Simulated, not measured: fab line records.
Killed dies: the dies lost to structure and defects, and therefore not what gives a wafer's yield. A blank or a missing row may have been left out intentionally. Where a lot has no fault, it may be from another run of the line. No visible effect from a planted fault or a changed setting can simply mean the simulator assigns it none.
Matching of chambers :: flow n5-finfet :: N5_BEOL_M5_CMP_52 on cmp-02 has 4 sister chambers
The step polishes, stops on SiCOH lowk, t overpolish 6.9 s, target thk 62 nm. 18 wafers are shown with their chamber, then 9 later ones without.

== WAFERS, EACH WITH ITS CHAMBER ==
wafer: L079.1
chamber: 2
motor-current-A (A): 7.5
time-to-endpoint-s (s): 63.4
slurry-filter-dp-kPa (kPa): 13.74

wafer: L079.4
chamber: 3
motor-current-A (A): 6.8
time-to-endpoint-s (s): 67.7
slurry-filter-dp-kPa (kPa): 13.59

wafer: L079.6
chamber: 3
motor-current-A (A): 6.6
time-to-endpoint-s (s): 66.2
slurry-filter-dp-kPa (kPa): 13.69

wafer: L082.1
chamber: 1
motor-current-A (A): 5.5
time-to-endpoint-s (s): 60.3
slurry-filter-dp-kPa (kPa): 13.44

wafer: L082.5
chamber: 0
motor-current-A (A): 4.6
time-to-endpoint-s (s): 55.1
slurry-filter-dp-kPa (kPa): 13.32

wafer: L082.6
chamber: 3
motor-current-A (A): 6.9
time-to-endpoint-s (s): 62.3
slurry-filter-dp-kPa (kPa): 13.39

wafer: L084.2
chamber: 1
motor-current-A (A): 5.3
time-to-endpoint-s (s): 61.6
slurry-filter-dp-kPa (kPa): 13.47

wafer: L084.4
chamber: 3
motor-current-A (A): 6.9
time-to-endpoint-s (s): 62.6
slurry-filter-dp-kPa (kPa): 13.41

wafer: L084.5
chamber: 0
motor-current-A (A): 4.7
time-to-endpoint-s (s): 59.9
slurry-filter-dp-kPa (kPa): 13.41

wafer: L086.1
chamber: 2
motor-current-A (A): 7.6
time-to-endpoint-s (s): 62.4
slurry-filter-dp-kPa (kPa): 13.56

wafer: L086.2
chamber: 0
motor-current-A (A): 4.6
time-to-endpoint-s (s): 60.4
slurry-filter-dp-kPa (kPa): 13.38

wafer: L086.3
chamber: 3
motor-current-A (A): 7.0
time-to-endpoint-s (s): 66.1
slurry-filter-dp-kPa (kPa): 13.50

wafer: L087.1
chamber: 0
motor-current-A (A): 4.7
time-to-endpoint-s (s): 58.1
slurry-filter-dp-kPa (kPa): 13.53

wafer: L087.2
chamber: 1
motor-current-A (A): 5.4
time-to-endpoint-s (s): 62.0
slurry-filter-dp-kPa (kPa): 13.50

wafer: L087.6
chamber: 2
motor-current-A (A): 7.3
time-to-endpoint-s (s): 59.9
slurry-filter-dp-kPa (kPa): 13.70

wafer: L090.3
chamber: 2
motor-current-A (A): 7.6
time-to-endpoint-s (s): 61.2
slurry-filter-dp-kPa (kPa): 13.70

wafer: L090.4
chamber: 0
motor-current-A (A): 4.7
time-to-endpoint-s (s): 60.9
slurry-filter-dp-kPa (kPa): 13.49

wafer: L090.5
chamber: 3
motor-current-A (A): 6.4
time-to-endpoint-s (s): 66.5
slurry-filter-dp-kPa (kPa): 13.46

SIGNATURES (averages over the wafers above)
reading: motor-current-A
chamber 0: 4.660
chamber 1: 5.400
chamber 2: 7.500
chamber 3: 6.767
scatter within a chamber: 0.157

reading: time-to-endpoint-s
chamber 0: 58.880
chamber 1: 61.300
chamber 2: 61.725
chamber 3: 65.233
scatter within a chamber: 1.99

reading: slurry-filter-dp-kPa
chamber 0: 13.4260
chamber 1: 13.4700
chamber 2: 13.6750
chamber 3: 13.5067
scatter within a chamber: 0.0905
Rule: for each reading, subtract the chamber's mean from the wafer's reading, divide by that reading's scatter and square the result; add these up over the readings and take the root, which gives the wafer's distance from the chamber. The wafer belongs to the nearest chamber; if the next one is less than 2 further off, it can't be placed. The scatter: take each reading less its chamber's mean, square it, sum over the shown wafers, divide by the number of wafers less the number of chambers, and take the root.

== WAFERS WHOSE CHAMBER IS MISSING ==
wafer: L092.2
motor-current-A (A): 4.7
time-to-endpoint-s (s): 57.1
slurry-filter-dp-kPa (kPa): 13.47

wafer: L092.3
motor-current-A (A): 6.8
time-to-endpoint-s (s): 61.4
slurry-filter-dp-kPa (kPa): 13.37

wafer: L092.5
motor-current-A (A): 7.4
time-to-endpoint-s (s): 62.5
slurry-filter-dp-kPa (kPa): 13.48

wafer: L094.1
motor-current-A (A): 6.2
time-to-endpoint-s (s): 65.0
slurry-filter-dp-kPa (kPa): 13.57

wafer: L094.3
motor-current-A (A): 4.7
time-to-endpoint-s (s): 60.7
slurry-filter-dp-kPa (kPa): 13.73

wafer: L094.4
motor-current-A (A): 7.6
time-to-endpoint-s (s): 62.9
slurry-filter-dp-kPa (kPa): 13.31

wafer: L097.2
motor-current-A (A): 7.7
time-to-endpoint-s (s): 62.7
slurry-filter-dp-kPa (kPa): 13.73

wafer: L097.3
motor-current-A (A): 5.1
time-to-endpoint-s (s): 61.3
slurry-filter-dp-kPa (kPa): 13.52

wafer: L097.4
motor-current-A (A): 6.8
time-to-endpoint-s (s): 63.8
slurry-filter-dp-kPa (kPa): 13.58

== THE CHAMBER EACH PASSED THROUGH ==
wafer: L092.2
from the rows above: 0
in truth: 0

wafer: L092.3
from the rows above: 3
in truth: 3

wafer: L092.5
from the rows above: can't be placed: 2 or 3
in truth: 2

wafer: L094.1
from the rows above: can't be placed: 3 or 1
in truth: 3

wafer: L094.3
from the rows above: can't be placed: 0 or 1
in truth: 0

wafer: L094.4
from the rows above: can't be placed: 2 or 3
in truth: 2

wafer: L097.2
from the rows above: 2
in truth: 2

wafer: L097.3
from the rows above: can't be placed: 1 or 0
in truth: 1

wafer: L097.4
from the rows above: 3
in truth: 3
4 of 9 placed correctly. Cannot be placed on the basis of these rows: 5; the candidates contain the true chamber in 5. Wrongly placed: 0.
